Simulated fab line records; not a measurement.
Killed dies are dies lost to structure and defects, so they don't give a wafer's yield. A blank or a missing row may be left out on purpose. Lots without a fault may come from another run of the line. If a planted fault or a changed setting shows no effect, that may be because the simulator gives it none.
Split-lot study    flow n5 finfet    21 wafers read across 7 lots, on a route 1938 steps long

SPLIT DETAILS
At N5_BEOL_M13_SPUTTER_44 (material Ta, target thk 10 nm, time 16.13 s), the setting power w was moved away from the recipe's 15000 W on 5 of the 21 wafers read, by +5.8% to +15.7%. The other wafers ran this setting at the recipe's value.

The reading is taken at the split's own step.

THE READING
Ta_of_BEOL_M13_SPUTTER_44.thk nm (the simulator's own value, which no gauge read), in nm, at N5_BEOL_M13_SPUTTER_44 (material Ta, target thk 10 nm, time 16.13 s). There is no usual value for it anywhere in the file. Across the 16 wafers here that went through the recipe, the average is 10.0 nm and the standard deviation 0.19 nm.

wafer   tool, chamber at the split  power w as run, W  against the recipe  Ta_of_BEOL_M13_SPUTTER_44.thk nm, nm  against lot-mates on the recipe
L074.3  pvd sputter-03, -           15000              recipe              9.8                                   -
L074.6  pvd sputter-03, -           15000              recipe              9.8                                   -
L074.5  pvd sputter-03, -           15870              +5.8%               10.2                                  +0.4
L077.1  pvd sputter-01, -           15000              recipe              9.8                                   -
L077.2  pvd sputter-01, -           15000              recipe              10.2                                  -
L077.3  pvd sputter-01, -           17350              +15.7%              11.8                                  +1.8
L078.1  pvd sputter-02, -           15000              recipe              10.2                                  -
L078.5  pvd sputter-02, -           15000              recipe              10.2                                  -
L078.4  pvd sputter-02, -           15000              recipe              9.8                                   -
L082.1  pvd sputter-01, -           15000              recipe              10.2                                  -
L082.2  pvd sputter-01, -           17220              +14.8%              11.4                                  +1.2
L082.6  pvd sputter-01, -           17220              +14.8%              11.6                                  +1.4
L084.2  pvd sputter-03, -           15000              recipe              10                                    -
L084.5  pvd sputter-03, -           15000              recipe              10                                    -
L084.4  pvd sputter-03, -           15000              recipe              9.6                                   -
L093.1  pvd sputter-02, -           15000              recipe              10.2                                  -
L093.4  pvd sputter-02, -           15000              recipe              10                                    -
L093.6  pvd sputter-02, -           15000              recipe              10                                    -
L094.2  pvd sputter-01, -           16400              +9.3%               10.6                                  +0.8
L094.4  pvd sputter-01, -           15000              recipe              9.8                                   -
L094.5  pvd sputter-01, -           15000              recipe              9.8                                   -

FIT RESULTS
A straight line over all 21 wafers: Ta_of_BEOL_M13_SPUTTER_44.thk nm changes by +0.103 nm for each +1% of power w; r = +0.94; the points scatter about the line by 0.21 nm.
The same after taking each lot's own level away (the mean of its wafers on the recipe; 21 wafers): +0.0957 nm for each +1%; r = +0.96; scatter 0.16 nm.
According to that fit, moving power w by its largest amount changes the reading by 1.5 nm.
From 9.80 to 10.20 nm: that is the span of the lots' own levels, equal to 2.1 times the standard deviation above.
The two slopes agree, so the slope changes little with the lot-to-lot level.
Check: for one of the wafers moved furthest among these (+15.7%), held out of the fit, the line's prediction against its lot-mates is +1.35 nm. It came out at +1.8 nm against them.

FURTHER SPLITS ON THESE WAFERS
Note: prior to the reading, these wafers also went through further splits. Each is held against what the fit with the lots' levels taken away leaves over:
other split on the same wafers      wafers away from the commonest value  r with Ta_of_BEOL_M13_SPUTTER_44.thk nm (lot level and that fit taken away)
N5_BEOL_M7_DESCUM_33 time s         6                                     -0.25
N5_BEOL_M7_TRENCH_ETCH_37 source w  5                                     -0.02
N5_BEOL_M9_TRENCH_ETCH_37 bias w    9                                     -0.05
N5_BEOL_M10_TRENCH_ETCH_37 bias w   7                                     +0.43
N5_BEOL_M10_ETCH_41 source w        7                                     -0.26
N5_BEOL_M11_ETCH_62 bias w          11                                    -0.10
N5_BEOL_M11_COAT_22 spin rpm        11                                    +0.35
N5_BEOL_M12_SPUTTER_43 time s       7                                     -0.07
N5_BEOL_M13_ETCH_68 time s          7                                     +0.20

FILE'S OWN FIT
Ta_of_BEOL_M13_SPUTTER_44.thk nm changes by +0.0978 nm for each +1% of power w, r = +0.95.
